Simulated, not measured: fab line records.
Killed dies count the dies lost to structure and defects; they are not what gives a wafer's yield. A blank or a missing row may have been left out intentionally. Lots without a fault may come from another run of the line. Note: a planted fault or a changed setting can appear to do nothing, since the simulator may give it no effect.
fab line records	flow n5Finfet
record: lots: 7	wafers: 19	lastDay: 16
route steps=1938 shown BEOL_M2@909 BEOL_M4@1111 PASSIVATION@1936
lots untouched by any fault: they come from a run of this same line in which no faults occurred
startH: hours from the record's opening day to when the first of the lot's shown wafers began	waitH: hours from the lot's prior step to this one	" as in the row above	L1.1+2: several wafers, shown together as one row	- no value, or no start was given	* or withheld: withheld	< > ~ a bound
route shown NAME@n: a module of which the file shows steps, and the number in the route of the first	usual: mean/standard deviation of fault-free wafers	same: alike in all rows	chamber/n: place in a boat	sites: the reading at each site	_std_site: standard deviation across them	_edge_site: mean of outer sites minus mean of inner sites	radiusMm: how far each site lies from the wafer's centre	mask NAME#n: copy n	behind: the last tool/chamber to shape the wafer	hold: why the lot went on hold/how many hours it stayed there/how the hold came to an end	device: transistor that didn't switch, given as n, p or np	end of line: tests run on the same wafers once the route is complete	a step with no rows: only its recipe	killed: count of dies lost to structure and defects at first sort (not the wafer's yield)	map: a wafer's dies, x killed, . not, _ none there
set.NAME: setting as actually run; set.NAME@STEP: the setting as run at that earlier step	model.NAME: the simulator's own value behind a step, which no gauge read
lots at selected steps of the route; one table per step, one row per wafer
services: the hour from which a tool's chamber was out of use, counted from the record's first day as startH (under 0 if before that day), plus the number of hours and why
== steps ==
step: N5_BEOL_M2_ANNEAL_82
recipe: tempC: 400	timeS: 240	ambient: vacuum
usual: heaterPowerW: 878/110
lot.wafer	tool	chamber	startH	waitH	heaterPowerW
L598.1	pvdSputter-02	-	140.46	0.0	1020
L598.4	"	-	"	"	1010
L598.6	"	-	"	"	786
L607.4	pvdSputter-02	-	199.55	0.0	822
L607.5	"	-	"	"	826
L607.6	"	-	"	"	1004
L608.3	pvdSputter-03	-	199.85	0.0	767
L608.4	"	-	"	"	1011
L609.3	pvdSputter-03	-	202.61	0.0	798
L609.6	"	-	"	"	812
L617.1	pvdSputter-01	-	248.67	0.0	1095
L617.2	"	-	"	"	796
L617.3	"	-	"	"	852
L618.1	pvdSputter-03	-	258.04	0.0	805
L618.5	"	-	"	"	976
L618.6	"	-	"	"	762
L620.3	pvdSputter-03	-	271.42	0.0	884
L620.4	"	-	"	"	754
L620.5	"	-	"	"	889
step: N5_BEOL_M2_SPUTTER_86
recipe: material: Cu	targetThkA: 45	tempC: -20	chamberPressurePa: 0.07	powerW: withheld	timeS: 8.29
usual: throttleValvePct: 30.4/0.85
lot.wafer	tool	chamber	startH	waitH	throttleValvePct
L598.1	pvdSputter-02	-	140.60	0.1	31.0
L598.4	"	-	"	"	29.6
L598.6	"	-	"	"	29.4
L607.4	pvdSputter-02	-	199.69	0.1	31.6
L607.5	"	-	"	"	31.4
L607.6	"	-	"	"	29.7
L608.3	pvdSputter-03	-	199.99	0.1	29.7
L608.4	"	-	"	"	29.7
L609.3	pvdSputter-03	-	202.75	0.1	31.6
L609.6	"	-	"	"	31.3
L617.1	pvdSputter-01	-	248.81	0.1	31.2
L617.2	"	-	"	"	31.9
L617.3	"	-	"	"	30.5
L618.1	pvdSputter-03	-	258.18	0.1	31.2
L618.5	"	-	"	"	29.4
L618.6	"	-	"	"	30.0
L620.3	pvdSputter-03	-	271.56	0.1	29.6
L620.4	"	-	"	"	29.7
L620.5	"	-	"	"	29.9
step: N5_BEOL_M2_ANNEAL_87
recipe: tempC: 400	timeS: 240	ambient: vacuum
step: N5_BEOL_M2_SPUTTER_88
recipe: material: Cu	targetThkA: 45	tempC: -20	chamberPressurePa: 0.07	powerW: withheld	timeS: 8.29
usual: throttleValvePct: 30.4/0.87
lot.wafer	tool	chamber	startH	waitH	throttleValvePct
L598.1	pvdSputter-02	-	140.82	0.1	30.6
L598.4	"	-	"	"	29.7
L598.6	"	-	"	"	29.4
L607.4	pvdSputter-02	-	199.91	0.1	31.6
L607.5	"	-	"	"	31.6
L607.6	"	-	"	"	29.5
L608.3	pvdSputter-03	-	200.21	0.1	29.6
L608.4	"	-	"	"	29.8
L609.3	pvdSputter-03	-	202.97	0.1	31.3
L609.6	"	-	"	"	31.2
L617.1	pvdSputter-01	-	249.03	0.1	31.2
L617.2	"	-	"	"	32.1
L617.3	"	-	"	"	30.4
L618.1	pvdSputter-03	-	258.40	0.1	31.3
L618.5	"	-	"	"	29.7
L618.6	"	-	"	"	29.8
L620.3	pvdSputter-03	-	271.78	0.1	29.8
L620.4	"	-	"	"	29.8
L620.5	"	-	"	"	29.7
step: N5_BEOL_M2_ANNEAL_89
recipe: tempC: 400	timeS: 240	ambient: vacuum
usual: heaterPowerW: 877/110
lot.wafer	tool	chamber	startH	waitH	heaterPowerW
L598.1	pvdSputter-02	-	140.90	0.0	1015
L598.4	"	-	"	"	1011
L598.6	"	-	"	"	805
L607.4	pvdSputter-02	-	199.99	0.0	830
L607.5	"	-	"	"	824
L607.6	"	-	"	"	985
L608.3	pvdSputter-03	-	200.29	0.0	759
L608.4	"	-	"	"	1005
L609.3	pvdSputter-03	-	203.05	0.0	788
L609.6	"	-	"	"	819
L617.1	pvdSputter-01	-	249.11	0.0	1098
L617.2	"	-	"	"	791
L617.3	"	-	"	"	841
L618.1	pvdSputter-03	-	258.48	0.0	809
L618.5	"	-	"	"	1017
L618.6	"	-	"	"	779
L620.3	pvdSputter-03	-	271.86	0.0	897
L620.4	"	-	"	"	780
L620.5	"	-	"	"	901
step: N5_BEOL_M2_SPUTTER_90
recipe: material: Cu	targetThkA: 45	tempC: -20	chamberPressurePa: 0.07	powerW: withheld	timeS: 8.29
usual: throttleValvePct: 30.4/0.85
lot.wafer	tool	chamber	startH	waitH	throttleValvePct
L598.1	pvdSputter-02	-	141.04	0.1	30.6
L598.4	"	-	"	"	29.6
L598.6	"	-	"	"	29.6
L607.4	pvdSputter-02	-	200.13	0.1	31.6
L607.5	"	-	"	"	31.3
L607.6	"	-	"	"	29.5
L608.3	pvdSputter-03	-	200.43	0.1	29.7
L608.4	"	-	"	"	29.4
L609.3	pvdSputter-03	-	203.19	0.1	31.3
L609.6	"	-	"	"	31.3
L617.1	pvdSputter-01	-	249.25	0.1	31.2
L617.2	"	-	"	"	32.0
L617.3	"	-	"	"	30.5
L618.1	pvdSputter-03	-	258.62	0.1	31.5
L618.5	"	-	"	"	29.5
L618.6	"	-	"	"	29.7
L620.3	pvdSputter-03	-	272.00	0.1	30.0
L620.4	"	-	"	"	29.6
L620.5	"	-	"	"	29.5
step: N5_BEOL_M2_ANNEAL_91
recipe: tempC: 400	timeS: 240	ambient: vacuum
step: N5_BEOL_M2_SPUTTER_92
recipe: material: Cu	targetThkA: 45	tempC: -20	chamberPressurePa: 0.07	powerW: withheld	timeS: 8.29
step: N5_BEOL_M2_ANNEAL_93
recipe: tempC: 400	timeS: 240	ambient: vacuum
step: N5_BEOL_M2_SPUTTER_94
recipe: material: Cu	targetThkA: 45	tempC: -20	chamberPressurePa: 0.07	powerW: withheld	timeS: 8.29
step: N5_BEOL_M2_ANNEAL_95
recipe: tempC: 400	timeS: 240	ambient: vacuum
step: N5_BEOL_M2_SPUTTER_96
recipe: material: Cu	targetThkA: 45	tempC: -20	chamberPressurePa: 0.07	powerW: withheld	timeS: 8.29
step: N5_BEOL_M2_ECD_50
recipe: material: Cu	targetThkA: 3000
lot.wafer	tool	chamber	startH	waitH	model.Cu_of_BEOL_M2_ECD_50.thkNm
L598.1	ecdCu-01	0	141.81	0.1	294
L598.4	"	1	"	"	301.6
L598.6	"	1	"	"	299.6
L607.4	ecdCu-01	1	200.93	0.1	297.8
L607.5	"	0	"	"	85.8
L607.6	"	1	"	"	296.6
L608.3	ecdCu-01	1	201.22	0.1	84.8
L608.4	"	0	"	"	298
L609.3	ecdCu-01	1	203.99	0.1	89
L609.6	"	1	"	"	299
L617.1	ecdCu-02	0	250.03	0.1	296.2
L617.2	"	1	"	"	297.6
L617.3	"	0	"	"	300.2
L618.1	ecdCu-02	0	259.40	0.1	295
L618.5	"	0	"	"	297
L618.6	"	1	"	"	294.4
L620.3	ecdCu-01	0	272.80	0.1	304.6
L620.4	"	1	"	"	302.2
L620.5	"	0	"	"	296.4
step: N5_BEOL_M2_ANNEAL_51
recipe: tempC: 225	timeS: 90	ambient: N2
step: N5_BEOL_M2_CMP_52
recipe: stopOn: SiOC	tOverpolishS: 6.8	downForcePsi: 1	platenRpm: 50	clearingPlatenDownForcePsi: 1.5	clearingPlatenRpm: 50	postCmpClean: cuAlkaline	targetThkNm: 40	clearingPlatenPadVelocityMS: 0.99484	padVelocityMS: 0.99484
usual: clearingPlatenDownForcePsi: 1.501/0.0032	clearingPlatenRpm: 49.998/0.027	edgeZonePressureFrac: 1.000/0.005	motorCurrentA: 6.1/0.59	timeToEndpointS: 62/3.7
lot.wafer	tool	chamber	startH	waitH	clearingPlatenDownForcePsi	clearingPlatenRpm	edgeZonePressureFrac	motorCurrentA	timeToEndpointS
L598.4	cmp-03	0	142.19	0.1	1.510	49.969	0.999	6.2	67
L598.1	"	2	"	"	1.501	49.995	0.997	6.6	58
L598.6	"	0	"	"	1.507	50.051	0.998	6.1	68
L607.4	cmp-04	0	201.30	0.1	1.499	49.994	0.990	5.1	71
L607.5	"	0	"	"	1.495	50.004	1.002	5.3	22
L607.6	"	1	"	"	1.497	49.973	0.995	6.4	65
L608.3	cmp-03	2	201.63	0.2	1.502	49.964	1.001	6.6	14
L608.4	"	0	"	"	1.503	50.003	1.002	5.8	65
L609.3	cmp-04	3	204.49	0.3	1.506	49.964	1.006	6.6	19
L609.6	"	1	"	"	1.496	50.002	0.996	6.3	60
L617.3	cmp-04	3	250.56	0.2	1.498	49.978	0.996	7.2	63
L617.1	"	0	"	"	1.503	50.001	1.005	5.1	62
L617.2	"	1	"	"	1.503	49.974	1.000	6.3	58
L618.1	cmp-04	0	259.81	0.3	1.504	50.017	0.998	5.2	62
L618.5	"	3	"	"	1.502	49.986	1.004	7.0	64
L618.6	"	0	"	"	1.500	49.976	0.995	5.3	61
L620.3	cmp-02	3	273.20	0.2	1.501	50.056	1.006	6.8	60
L620.4	"	0	"	"	1.498	50.011	0.994	6.0	61
L620.5	"	2	"	"	1.501	50.010	1.004	5.7	57
step: N5_BEOL_M2_THK_MEAS_53
recipe: thkMeasGauge: xrf	reads: Cu_of_BEOL_M2_ECD_50
usual: M2_THK: 40.0/1.4
lot.wafer	tool	chamber	startH	waitH	M2_THK[nm]
L598.1	filmMetro-02	-	142.48	-	37.8
L598.4	"	-	"	"	42.3
L598.6	"	-	"	"	42.4
L607.4	filmMetro-02	-	201.60	-	41.8
L607.5	"	-	"	"	42.3
L607.6	"	-	"	"	39.5
L608.3	filmMetro-02	-	201.92	-	37.9
L608.4	"	-	"	"	42.6
L609.3	filmMetro-02	-	204.67	-	41.7
L609.6	"	-	"	"	41.2
L617.1	filmMetro-01	-	250.82	-	40.7
L617.2	"	-	"	"	39.9
L617.3	"	-	"	"	38.8
L618.1	filmMetro-02	-	260.07	-	39.5
L618.5	"	-	"	"	38.9
L618.6	"	-	"	"	40.4
L620.3	filmMetro-01	-	273.46	-	39.3
L620.4	"	-	"	"	40.2
L620.5	"	-	"	"	40.3
step: N5_BEOL_M4_RC_MEAS_101
usual: DIBL_N: 36.3/1.7	DIBL_P: 36.5/1.8	IOFF_N: 0.16/0.033	IOFF_P: 0.21/0.037	ION_N: 675/11	ION_P: 462/7.9	SS_N: 71.6/0.64	SS_P: 73.3/0.68	VT_N: 249/3.3	VT_P: -250/3.3
lot.wafer	tool	chamber	startH	waitH	DIBL_N[mV/V]	DIBL_P[mV/V]	IOFF_N[nA/um]	IOFF_P[nA/um]	ION_N[uA/um]	ION_P[uA/um]	SS_N[mV/dec]	SS_P[mV/dec]	VT_N[mV]	VT_P[mV]
L598.1	prober-01	0	159.31	0.0	35.6	37.3	0.15	0.20	666	452	71.2	73.1	252	-253
L598.4	"	0	"	"	35.2	36.0	0.15	0.19	667	453	71.4	72.6	249	-252
L598.6	"	0	"	"	36.0	37.2	0.15	0.20	661	453	72.1	73.0	253	-255
L608.3	prober-01	0	223.50	0.3	35.2	35.9	0.15	0.22	679	466	71.8	73.9	252	-250
L608.4	"	0	"	"	35.1	37.3	0.16	0.24	684	468	72.2	73.7	250	-249
L607.4	prober-02	0	224.24	0.6	36.8	36.9	0.14	0.19	669	451	71.4	73.1	253	-252
L607.5	"	0	"	"	36.0	36.4	0.13	0.17	657	448	70.8	72.8	250	-257
L607.6	"	0	"	"	35.1	36.4	0.13	0.19	672	463	70.9	74.2	251	-253
L609.3	prober-01	0	225.56	0.3	36.8	36.6	0.17	0.21	674	455	71.7	73.4	250	-252
L609.6	"	0	"	"	36.9	36.5	0.18	0.21	671	458	71.9	73.2	247	-252
L617.1	prober-01	0	267.45	0.0	35.8	34.5	0.14	0.20	665	465	71.5	71.9	254	-250
L617.2	"	0	"	"	36.5	34.3	0.15	0.20	667	457	71.8	72.8	252	-249
L617.3	"	0	"	"	38.4	38.6	0.19	0.27	675	465	72.3	73.7	249	-246
L618.1	prober-02	0	287.94	0.0	35.1	35.5	0.16	0.19	689	469	72.3	73.0	248	-250
L618.5	"	0	"	"	34.9	34.7	0.15	0.19	681	466	70.9	72.8	250	-249
L618.6	"	0	"	"	33.3	33.1	0.13	0.17	679	465	70.6	73.0	251	-254
L620.3	prober-02	0	298.49	0.3	40.3	39.9	0.24	0.24	693	461	73.0	74.6	246	-254
L620.4	"	0	"	"	40.2	39.7	0.24	0.24	703	466	72.2	74.6	243	-249
L620.5	"	0	"	"	36.1	35.1	0.14	0.17	676	458	71.3	72.9	251	-250
step: N5_PASSIVATION_PROBE_49
usual: defectLimitedYield: 91.3/1.5	killed_at_M0_to_M3: 34/9.4	killed_at_M4_up: 13/5.3	killedAtContacts: 13/5.7	killedAtFrontEnd: 40/10	killedAtOther: 3.7/2.8	killedDies: 103/17	killedOpen: 67/13	killedShort: 35/8.5	sort_bin_5_function: 5.0/0.98	sort_bin_6_memory: 3.3/0.7	sortNPass: 1077/17	sortYieldPct: 91.3/1.5
same: grossDies: 1180	killedAtBackSide: 0	sort_bin_4_leakage[%]: 0	sort_bin_8_speed[%]: 0
lot.wafer	tool	chamber	startH	waitH	defectLimitedYield[%]	killed_at_M0_to_M3	killed_at_M4_up	killedAtContacts	killedAtFrontEnd	killedAtOther	killedDies	killedOpen	killedShort	sort_bin_5_function[%]	sort_bin_6_memory[%]	sortNPass	sortYieldPct[%]
L598.1	prober-01	-	261.51	0.0	91.2	38	10	9	46	1	104	70	34	4.7	3.7	1076	91.2
L598.4	prober-01	-	261.66	0.2	90.5	29	15	15	47	6	112	74	38	6.0	3.1	1068	90.5
L598.6	prober-01	-	261.76	0.3	90.2	39	10	22	44	1	116	68	46	5.4	4.1	1064	90.2
L608.3	prober-02	-	326.77	0.2	91.4	36	16	14	34	2	102	64	38	4.7	3.4	1078	91.4
L608.4	prober-02	-	326.82	0.3	92.5	20	8	12	47	1	88	53	34	3.6	3.4	1092	92.5
L607.4	prober-01	-	331.44	0.2	94.0	25	6	9	28	3	71	44	27	3.7	2.2	1109	94.0
L607.5	prober-01	-	331.49	0.2	93.1	40	7	3	29	3	82	38	44	4.3	2.4	1098	93.1
L607.6	prober-01	-	331.54	0.3	93.6	26	14	4	25	7	76	44	32	3.9	2.2	1104	93.6
L609.3	prober-02	-	331.74	0.1	89.9	41	17	10	48	3	119	81	32	5.6	3.7	1061	89.9
L609.6	prober-02	-	331.89	0.3	90.4	47	11	10	39	6	113	83	30	5.4	3.9	1067	90.4
L617.1	prober-02	-	369.78	0.0	92.4	29	10	22	28	1	90	66	24	3.7	3.8	1090	92.4
L617.2	prober-02	-	369.83	0.1	92.5	25	7	9	40	7	88	52	35	4.2	2.6	1092	92.5
L617.3	prober-02	-	369.88	0.1	91.8	39	5	15	36	2	97	63	34	5.0	2.8	1083	91.8
L618.1	prober-01	-	386.87	0.0	94.1	26	15	8	21	0	70	52	16	3.6	2.0	1110	94.1
L618.5	prober-01	-	387.07	0.2	93.3	24	6	11	38	0	79	46	31	4.2	2.5	1101	93.3
L618.6	prober-01	-	387.12	0.3	92.3	20	15	14	42	0	91	55	32	4.2	3.2	1089	92.3
L620.3	prober-01	-	392.99	0.1	92.6	22	1	10	43	11	87	63	24	4.4	3.0	1093	92.6
L620.4	prober-01	-	393.04	0.2	91.4	41	12	15	30	4	102	66	36	4.7	3.4	1078	91.4
L620.5	prober-01	-	393.09	0.2	90.0	50	14	11	32	11	118	82	36	5.3	4.4	1062	90.0
killed by level:class
L598.1 BEOL_M0_SAQP:geometricParticle:open=15 FIN_SAQP:geometricParticle:open=14 FIN_SAQP:geometricParticle:short=8 BEOL_M4:geometricParticle:open=7 BEOL_M1:geometricParticle:open=6 BEOL_M2:geometricParticle:open=6 GATE_CUT:geometricParticle:short=5 MOL_CONTACT_COAG:geometricParticle:open=5
L598.4 FIN_SAQP:geometricParticle:open=14 MOL_CONTACT_COAG:geometricParticle:open=13 BEOL_M4:geometricParticle:open=10 BEOL_M1:geometricParticle:open=7 GATE_CUT:geometricParticle:short=6 BEOL_M0:geometricParticle:open=5 BEOL_M3:geometricParticle:short=5 FIN_SAQP:geometricParticle:short=4
L598.6 MOL_CONTACT_COAG:geometricParticle:open=17 FIN_SAQP:geometricParticle:open=14 FIN_SAQP:geometricParticle:short=12 BEOL_M3:geometricParticle:open=10 BEOL_M1:geometricParticle:open=9 BEOL_M0_SAQP:geometricParticle:short=8 MOL_CONTACT_COAG:geometricParticle:short=5 GATE_CUT:geometricParticle:short=4
L608.3 MOL_CONTACT_COAG:geometricParticle:open=12 FIN_SAQP:geometricParticle:short=9 BEOL_M1:geometricParticle:open=9 BEOL_M2:geometricParticle:open=8 STI_FIN_REVEAL:geometricParticle:open=5 ILD0:geometricParticle:short=4 BEOL_M0_SAQP:geometricParticle:short=4 BEOL_M1:geometricParticle:short=4
L608.4 STI_FIN_REVEAL:geometricParticle:open=9 FIN_SAQP:geometricParticle:short=8 GATE_CUT:geometricParticle:short=7 MOL_CONTACT_COAG:geometricParticle:open=7 BEOL_M0_SAQP:geometricParticle:open=7 FIN_SAQP:geometricParticle:open=6 MOL_CONTACT_COAG:geometricParticle:short=5 BEOL_M2:geometricParticle:open=5
L607.4 BEOL_M0_SAQP:geometricParticle:open=9 DUMMY_GATE:geometricParticle:open=6 MOL_CONTACT_COAG:geometricParticle:open=6 GATE_CUT:geometricParticle:short=5 BEOL_M0_SAQP:geometricParticle:short=5 FIN_SAQP:geometricParticle:short=4 ILD0:geometricParticle:open=3 MOL_CONTACT_COAG:geometricParticle:short=3
L607.5 BEOL_M0_SAQP:geometricParticle:open=13 BEOL_M0_SAQP:geometricParticle:short=11 ILD0:geometricParticle:short=8 FIN_SAQP:geometricParticle:short=5 BEOL_M1:geometricParticle:short=4 GATE_CUT:geometricParticle:short=3 BEOL_M1:geometricParticle:open=3 BEOL_M2:geometricParticle:open=3
L607.6 BEOL_M3:geometricParticle:open=8 STI_FIN_REVEAL:geometricParticle:open=5 BEOL_M2:geometricParticle:open=5 FIN_SAQP:geometricParticle:open=4 GATE_CUT:geometricParticle:short=4 BEOL_M0_SAQP:geometricParticle:short=4 BEOL_M1:geometricParticle:short=4 BEOL_M5:geometricParticle:short=4
L609.3 BEOL_M0_SAQP:geometricParticle:open=18 FIN_SAQP:geometricParticle:open=13 MOL_CONTACT_COAG:geometricParticle:open=8 BEOL_M0_SAQP:geometricParticle:short=8 BEOL_M4:geometricParticle:open=7 FIN_SAQP:geometricParticle:short=6 DUMMY_GATE:geometricParticle:open=6 STI_FIN_REVEAL:geometricParticle:open=5
L609.6 BEOL_M2:geometricParticle:open=25 STI_FIN_REVEAL:geometricParticle:open=10 MOL_CONTACT_COAG:geometricParticle:open=9 BEOL_M0_SAQP:geometricParticle:open=7 BEOL_M3:geometricParticle:open=6 BEOL_M4:geometricParticle:open=6 DUMMY_GATE:geometricParticle:open=5 BEOL_M0_SAQP:geometricParticle:short=5
L617.1 MOL_CONTACT_COAG:geometricParticle:open=21 BEOL_M2:geometricParticle:open=9 BEOL_M0_SAQP:geometricParticle:open=8 FIN_SAQP:geometricParticle:short=6 FIN_SAQP:geometricParticle:open=5 DUMMY_GATE:geometricParticle:open=5 BEOL_M0_SAQP:geometricParticle:short=5 GATE_CUT:geometricParticle:short=4
L617.2 STI_FIN_REVEAL:geometricParticle:open=13 STI_FIN_REVEAL:geometricParticle:short=6 BEOL_M2:geometricParticle:open=6 MOL_CONTACT_COAG:geometricParticle:open=6 BEOL_M1:geometricParticle:open=6 FIN_SAQP:geometricParticle:short=4 FIN_SAQP:geometricParticle:open=3 GATE_CUT:geometricParticle:short=3
L617.3 BEOL_M3:geometricParticle:open=11 STI_FIN_REVEAL:geometricParticle:open=10 MOL_CONTACT_COAG:geometricParticle:open=10 BEOL_M0_SAQP:geometricParticle:short=7 FIN_SAQP:geometricParticle:short=6 BEOL_M0_SAQP:geometricParticle:open=6 STARTING-WAFER:geometricParticle:short=6 FIN_SAQP:geometricParticle:open=5
L618.1 BEOL_M3:geometricParticle:open=11 BEOL_M4:geometricParticle:open=9 FIN_SAQP:geometricParticle:open=6 BEOL_M2:geometricParticle:open=6 STI_FIN_REVEAL:geometricParticle:open=4 MOL_CONTACT_COAG:geometricParticle:open=4 MOL_CONTACT_COAG:geometricParticle:short=4 BEOL_M1:geometricParticle:open=4
L618.5 MOL_CONTACT_COAG:geometricParticle:open=10 FIN_SAQP:geometricParticle:open=9 BEOL_M3:geometricParticle:open=7 FIN_SAQP:geometricParticle:short=5 STI_FIN_REVEAL:geometricParticle:open=5 BEOL_M3:geometricParticle:short=5 GATE_CUT:geometricParticle:short=4 STARTING-WAFER:geometricParticle:short=4
L618.6 MOL_CONTACT_COAG:geometricParticle:open=10 FIN_SAQP:geometricParticle:open=9 FIN_SAQP:geometricParticle:short=7 GATE_CUT:geometricParticle:open=6 BEOL_M2:geometricParticle:open=6 BEOL_M4:geometricParticle:open=6 BEOL_M3:geometricParticle:open=5 GATE_CUT:geometricParticle:short=4
L620.3 STI_FIN_REVEAL:geometricParticle:open=14 MOL_CONTACT_COAG:geometricParticle:open=9 BEOL_M3:geometricParticle:open=7 DUMMY_GATE:geometricParticle:open=5 BEOL_M2:geometricParticle:open=5 FIN_SAQP:geometricParticle:open=4 BEOL_M0_SAQP:geometricParticle:open=4 FIN_SAQP:geometricParticle:short=3
L620.4 MOL_CONTACT_COAG:geometricParticle:open=12 BEOL_M0_SAQP:geometricParticle:short=12 BEOL_M1:geometricParticle:open=10 STI_FIN_REVEAL:geometricParticle:open=6 BEOL_M0_SAQP:geometricParticle:open=6 BEOL_M3:geometricParticle:open=6 FIN_SAQP:geometricParticle:open=5 GATE_CUT:geometricParticle:short=4
L620.5 BEOL_M0_SAQP:geometricParticle:open=11 BEOL_M3:geometricParticle:open=10 MOL_CONTACT_COAG:geometricParticle:open=9 BEOL_M0_SAQP:geometricParticle:short=8 BEOL_M2:geometricParticle:open=8 FIN_SAQP:geometricParticle:open=7 BEOL_M1:geometricParticle:open=5 GATE_CUT:geometricParticle:short=4
== services ==
tool	chamber	startH	hours	kind
cmp-02	-	119.22	4.0	pm
pvdSputter-03	-	121.68	0.6	repair
cmp-02	-	123.22	-	consumableReplace:conditioner
cmp-02	-	123.22	-	consumableReplace:pad
pvdSputter-02	-	124.42	3.5	repair
cmp-04	-	131.04	0.9	repair
cmp-02	-	152.72	2.9	repair
ecdCu-01	-	159.45	0.6	repair
ecdCu-01	-	177.05	5.2	pm
cmp-03	-	185.30	6.0	repair
cmp-04	-	239.30	0.7	repair
ecdCu-01	-	242.96	2.5	repair
cmp-03	-	260.77	3.3	pm
cmp-04	-	262.37	5.8	repair
== key ==
firstSign: step: N5_BEOL_M2_CMP_52	reading: timeToEndpointS	direction: down	sigmas: 12	usual: *	struck: *
effect none on later readings
modelEffect: step: N5_BEOL_M2_ECD_50	value: Cu_of_BEOL_M2_ECD_50.thkNm	without: 298.1	struck: 86.53
metAt N5_BEOL_M2_ECD_50
struckWafers L607.5,L608.3,L609.3
onsetBetween 141.81 200.93
fault: kind: processParameterDrift	tool: ecdCu-01	chamber: -	onsetH: 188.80	steps: N5_BEOL_M2_ECD_50	channel: targetThkA	offset: *	shape: step	endH: 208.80	scope: struckWafersOnly	actsIn: *	stated: *
